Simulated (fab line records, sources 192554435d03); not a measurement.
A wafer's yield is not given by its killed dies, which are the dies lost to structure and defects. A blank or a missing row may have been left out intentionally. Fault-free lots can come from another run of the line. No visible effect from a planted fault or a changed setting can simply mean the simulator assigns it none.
Matching of chambers -- flow n5-finfet -- 4 sister chambers for N5_BEOL_M10_DESCUM_16 on rie-diel-01
The step chemistry O2, time 7.9 s. 4 wafers are shown with their chamber, then 7 later ones without.

## WAFERS, EACH WITH ITS CHAMBER
wafer,chamber,showerhead-plenum-p-Torr (Torr)
L088.1,3,2.07
L088.5,1,2.07
L094.1,0,2.09
L094.2,2,2.15

## WAFERS WITH NO CHAMBER GIVEN
wafer,showerhead-plenum-p-Torr (Torr)
L094.3,2.07
L094.4,2.07
L094.5,2.09
L094.6,2.07
L096.4,2.06
L096.5,2.06
L096.6,2.09

## EACH ONE'S CHAMBER
wafer,from the rows above,in truth
L094.3,can't be placed: 1 or 3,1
L094.4,can't be placed: 1 or 3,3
L094.5,0,0
L094.6,can't be placed: 1 or 3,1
L096.4,can't be placed: 1 or 3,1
L096.5,can't be placed: 1 or 3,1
L096.6,0,0
Correct placement for 2 of the 7. These rows do not allow placing 5 (true chamber among the candidates in 5). Placed wrongly: 0.
How it was worked out, from the rows above alone: a wafer's distance from a chamber is the root of the sum, over the readings, of the square of ((its reading less the chamber's mean) divided by the reading's scatter). The wafer belongs to the nearest chamber; if the next one is less than 2 further off, it can't be placed. A chamber's mean is the mean of its shown wafers. The scatter: with one shown wafer a chamber, the root of the mean of the squares of how far each hidden wafer lies from its nearest shown one.
